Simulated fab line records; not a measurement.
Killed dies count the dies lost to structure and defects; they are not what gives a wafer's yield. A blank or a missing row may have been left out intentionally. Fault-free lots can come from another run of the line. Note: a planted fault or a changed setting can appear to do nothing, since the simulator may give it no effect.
Matching of chambers / flow nandHarc / 4 sister chambers for NHARC_A_STAIRCASE_DESCUM_168 on rieDiel-13
The step chemistry O2, time 3 s. 14 wafers are shown with their chamber, then 7 later ones without.

WAFERS, EACH WITH ITS CHAMBER
wafer=L076.2; chamber=1; showerheadPlenumPTorr (Torr)=2.04; oesProductAu (a.u.)=1.022; throttleValvePct (%)=11.306
wafer=L076.5; chamber=0; showerheadPlenumPTorr (Torr)=1.79; oesProductAu (a.u.)=1.017; throttleValvePct (%)=11.303
wafer=L076.6; chamber=3; showerheadPlenumPTorr (Torr)=2.00; oesProductAu (a.u.)=1.038; throttleValvePct (%)=11.296
wafer=L077.1; chamber=3; showerheadPlenumPTorr (Torr)=2.00; oesProductAu (a.u.)=1.026; throttleValvePct (%)=11.307
wafer=L077.2; chamber=2; showerheadPlenumPTorr (Torr)=2.03; oesProductAu (a.u.)=0.986; throttleValvePct (%)=11.314
wafer=L077.4; chamber=1; showerheadPlenumPTorr (Torr)=2.04; oesProductAu (a.u.)=1.004; throttleValvePct (%)=11.311
wafer=L082.1; chamber=0; showerheadPlenumPTorr (Torr)=1.78; oesProductAu (a.u.)=1.012; throttleValvePct (%)=11.313
wafer=L082.2; chamber=3; showerheadPlenumPTorr (Torr)=1.99; oesProductAu (a.u.)=1.034; throttleValvePct (%)=11.302
wafer=L082.4; chamber=2; showerheadPlenumPTorr (Torr)=2.03; oesProductAu (a.u.)=0.990; throttleValvePct (%)=11.316
wafer=L091.3; chamber=2; showerheadPlenumPTorr (Torr)=2.02; oesProductAu (a.u.)=1.011; throttleValvePct (%)=11.322
wafer=L091.5; chamber=3; showerheadPlenumPTorr (Torr)=1.99; oesProductAu (a.u.)=1.044; throttleValvePct (%)=11.314
wafer=L091.6; chamber=2; showerheadPlenumPTorr (Torr)=2.02; oesProductAu (a.u.)=1.016; throttleValvePct (%)=11.317
wafer=L090.1; chamber=1; showerheadPlenumPTorr (Torr)=2.02; oesProductAu (a.u.)=1.012; throttleValvePct (%)=11.310
wafer=L090.4; chamber=3; showerheadPlenumPTorr (Torr)=1.99; oesProductAu (a.u.)=1.048; throttleValvePct (%)=11.294

SIGNATURES (means of the wafers above)
reading=showerheadPlenumPTorr; chamber 0=1.7850; chamber 1=2.0333; chamber 2=2.0250; chamber 3=1.9940; scatter within a chamber=0.00733
reading=oesProductAu; chamber 0=1.01450; chamber 1=1.01267; chamber 2=1.00075; chamber 3=1.03800; scatter within a chamber=0.0107
reading=throttleValvePct; chamber 0=11.30800; chamber 1=11.30900; chamber 2=11.31725; chamber 3=11.30260; scatter within a chamber=0.00605
Rule: a wafer's distance from a chamber is the root of the sum, over the readings, of the square of ((its reading less the chamber's mean) divided by the reading's scatter). The wafer belongs to the nearest chamber; if the next one is less than 2 further off, it can't be placed. The scatter: the root of (the sum of the squares of (reading less its chamber's mean) over the shown wafers, divided by (wafers less chambers)).

WAFERS WITH NO CHAMBER GIVEN
wafer=L090.6; showerheadPlenumPTorr (Torr)=2.02; oesProductAu (a.u.)=1.005; throttleValvePct (%)=11.327
wafer=L093.2; showerheadPlenumPTorr (Torr)=1.77; oesProductAu (a.u.)=1.014; throttleValvePct (%)=11.317
wafer=L093.3; showerheadPlenumPTorr (Torr)=1.98; oesProductAu (a.u.)=1.016; throttleValvePct (%)=11.305
wafer=L093.6; showerheadPlenumPTorr (Torr)=2.02; oesProductAu (a.u.)=1.015; throttleValvePct (%)=11.305
wafer=L092.1; showerheadPlenumPTorr (Torr)=2.02; oesProductAu (a.u.)=1.002; throttleValvePct (%)=11.328
wafer=L092.5; showerheadPlenumPTorr (Torr)=1.77; oesProductAu (a.u.)=1.014; throttleValvePct (%)=11.302
wafer=L092.6; showerheadPlenumPTorr (Torr)=1.98; oesProductAu (a.u.)=1.022; throttleValvePct (%)=11.316

EACH ONE'S CHAMBER
wafer=L090.6; from the rows above=can't be placed: 2 or 1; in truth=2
wafer=L093.2; from the rows above=0; in truth=0
wafer=L093.3; from the rows above=3; in truth=3
wafer=L093.6; from the rows above=can't be placed: 1 or 2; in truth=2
wafer=L092.1; from the rows above=can't be placed: 2 or 1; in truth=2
wafer=L092.5; from the rows above=0; in truth=0
wafer=L092.6; from the rows above=3; in truth=3
Correct placement for 4 of the 7. Can't be placed from these rows: 3 (the true chamber is among the candidates in 3). Wrongly placed: 0.
